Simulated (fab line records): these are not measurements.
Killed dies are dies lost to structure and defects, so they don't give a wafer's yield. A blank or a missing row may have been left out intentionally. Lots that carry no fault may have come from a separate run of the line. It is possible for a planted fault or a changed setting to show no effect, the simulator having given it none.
A struck lot beside a sound one | flow n5Finfet | 18 out of 1938 route steps
Sound: wafers L261.1, L261.4, L261.6. Struck: wafers L249.2, L249.4. (L249.1 of the same lot was not struck and is left out.) The cause comes at the end.
For every step that has rows: the tool of each side, followed by ch and its chambers, followed by its first start. Under that, the readings that differ: sound wafers | struck wafers | difference of the means | sigmas: that difference in standard deviations of wafers without a fault.
alike: readings with means less than 2 such deviations apart, plus words and numbers identical on both sides. not compared: withheld readings, readings lacking a value on some wafer, bounds such as >300 that could conceal the same value, and numbers that have no deviation in the record and whose values overlap.
The two part at a step that has a row with sigmas, a row that says differs or no value, or rows on one side only. Numbers that have no deviation but don't overlap get no sigmas and don't part them. Lack of a reading on every wafer of one side parts them only where that side has two or more wafers.

N5_MIM_TOP_LITHO_CD_MEAS_08: target cd 2000 nm.
  sound on cdSem-02 ch 0, day 17 02:26; struck on cdSem-02 ch 0, day 14 12:28
  alike: cdNm
N5_MIM_TOP_LITHO_OVL_MEAS_11:
  sound on overlay-01 ch 0, day 17 02:28; struck on overlay-01 ch 0, day 14 12:30
  alike: MIM_TOP_OVL
N5_MIM_TOP_LITHO_INSPECT_12: inspects for defects (macro).
  struck on defectInspect-01, day 14 12:31; sound on defectInspect-01, day 17 02:30
  alike: rawDefectCount
N5_MIM_TOP_LITHO_DESCUM_10: chemistry O2, time 7.9 s.
  sound on rieDiel-06 ch 0,1, day 17 02:32; struck on rieDiel-05 ch 0, day 14 12:59
  alike: drypumpMotorCurrentA, oesProductAu, rfVppV, showerheadPlenumPTorr, throttleValvePct
  not compared: rfHoursCounterH
N5_MIM_TOP_ETCH_ETCH_00: etches TiN in Cl2/BCl3, target depth 38.5 nm.
  sound on rieMetal-02 ch 0,1, day 17 02:37; struck on rieMetal-02 ch 0,1, day 14 13:05
  alike: drypumpMotorCurrentA, oesProductAu, throttleValvePct
  not compared: rfHoursCounterH
N5_MIM_TOP_ETCH_STRIP_01: strips in O2.
  sound on rieDiel-03 ch 1,3, day 17 02:46; struck on rieDiel-02 ch 1, day 14 13:13
reading             | sound          | struck    | difference | sigmas
oesProductAu (a.u.) | 0.72 0.67 0.67 | 0.90 0.91 | +0.22      | +2
rfVppV (V)          | 3.6 2.0 2.5    | 5.7 5.5   | +2.9       | +2
  alike: drypumpMotorCurrentA, showerheadPlenumPTorr, throttleValvePct
  not compared: rfHoursCounterH
N5_MIM_TOP_ETCH_PECVD_03: deposits SiNx from SiH4/NH3/N2, target thk 20 nm, time 17.6 s.
  sound on pecvd-01 ch 1,2, day 17 02:49; struck on pecvd-02 ch 1,2, day 14 13:17
  alike: heaterPowerW, showerheadPlenumPTorr, throttleValvePct
then, 5 steps without rows for these wafers: N5_MIM_BOT_LITHO_HMDS_01 (time 60 s); N5_MIM_BOT_LITHO_COAT_02; N5_MIM_BOT_LITHO_EBR_04; N5_MIM_BOT_LITHO_SOFTBAKE_03 (time 90 s); N5_MIM_BOT_LITHO_EXPOSE_05 (exposes mask MIM BOT).
N5_MIM_BOT_LITHO_PEB_06:
  sound on lithoTrack-05 ch 0, day 17 03:11; struck on lithoTrack-02 ch 0, day 14 13:31
then, 2 steps without rows for these wafers: N5_MIM_BOT_LITHO_DEVELOP_07 (develop time 60 s); N5_MIM_BOT_LITHO_HARDBAKE_09 (time 120 s).
N5_MIM_BOT_LITHO_CD_MEAS_08: target cd 3000 nm.
  sound on cdSem-02 ch 0, day 17 03:18; struck on cdSem-01 ch 0, day 14 13:38
reading   | sound                | struck        | difference | sigmas
cdNm (nm) | 3000.3 3001.1 3001.4 | 3007.1 3005.7 | +5.5       | +3
N5_MIM_BOT_LITHO_OVL_MEAS_11:
  sound on overlay-01 ch 0, day 17 03:20; struck on overlay-01 ch 0, day 14 13:40
  alike: MIM_BOT_OVL
N5_PASSIVATION_PROBE_49:
  the record has rows for the struck wafers here (prober-02, day 14 22:43) and none for the sound ones

WHERE THEY PART
Last at N5_PASSIVATION_PROBE_49 as far as this record goes, first at N5_MIM_TOP_ETCH_STRIP_01.

WHY: what had been put in by the simulator
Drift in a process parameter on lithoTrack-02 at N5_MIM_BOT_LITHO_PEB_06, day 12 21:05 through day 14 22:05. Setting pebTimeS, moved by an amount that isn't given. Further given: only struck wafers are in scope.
